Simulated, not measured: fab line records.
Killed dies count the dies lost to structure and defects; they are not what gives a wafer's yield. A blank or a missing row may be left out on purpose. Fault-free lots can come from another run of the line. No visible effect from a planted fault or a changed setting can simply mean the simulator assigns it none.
Matching of chambers	flow n5_finfet	N5_BEOL_M0_SAQP_ETCH_73 on rie_diel-02: 4 sister chambers
The step etches SiARC in CF4, target depth 19.5 nm, time 32.5 s. 4 wafers are shown with their chamber, then 8 later ones without.

WAFERS WITH THEIR CHAMBER
wafer	chamber	drypump_motor_current_A (A)
L085.2	2	5.6
L085.5	0	6.0
L085.6	1	5.9
L086.1	3	4.7

WAFERS WHOSE CHAMBER IS MISSING
wafer	drypump_motor_current_A (A)
L086.3	5.9
L086.4	6.0
L090.1	4.7
L090.4	6.0
L090.5	5.9
L094.1	4.8
L094.5	6.0
L094.6	4.7

WHICH CHAMBER EACH ONE RAN IN
wafer	from the rows above	in truth
L086.3	1	1
L086.4	0	0
L090.1	3	3
L090.4	0	0
L090.5	1	1
L094.1	3	3
L094.5	0	0
L094.6	3	3
8 of 8 placed correctly. From these rows, 0 cannot be placed. Wrongly placed: 0.
How it was worked out, from the rows above alone: a wafer's distance from a chamber is the root of the sum, over the readings, of the square of ((its reading less the chamber's mean) divided by the reading's scatter). The wafer belongs to the nearest chamber; if the next one is less than 2 further off, it can't be placed. Each chamber's mean is taken over the wafers shown for it. The scatter (one wafer shown for each chamber): square how far every hidden wafer sits from the nearest shown wafer, average those squares and take the square root.
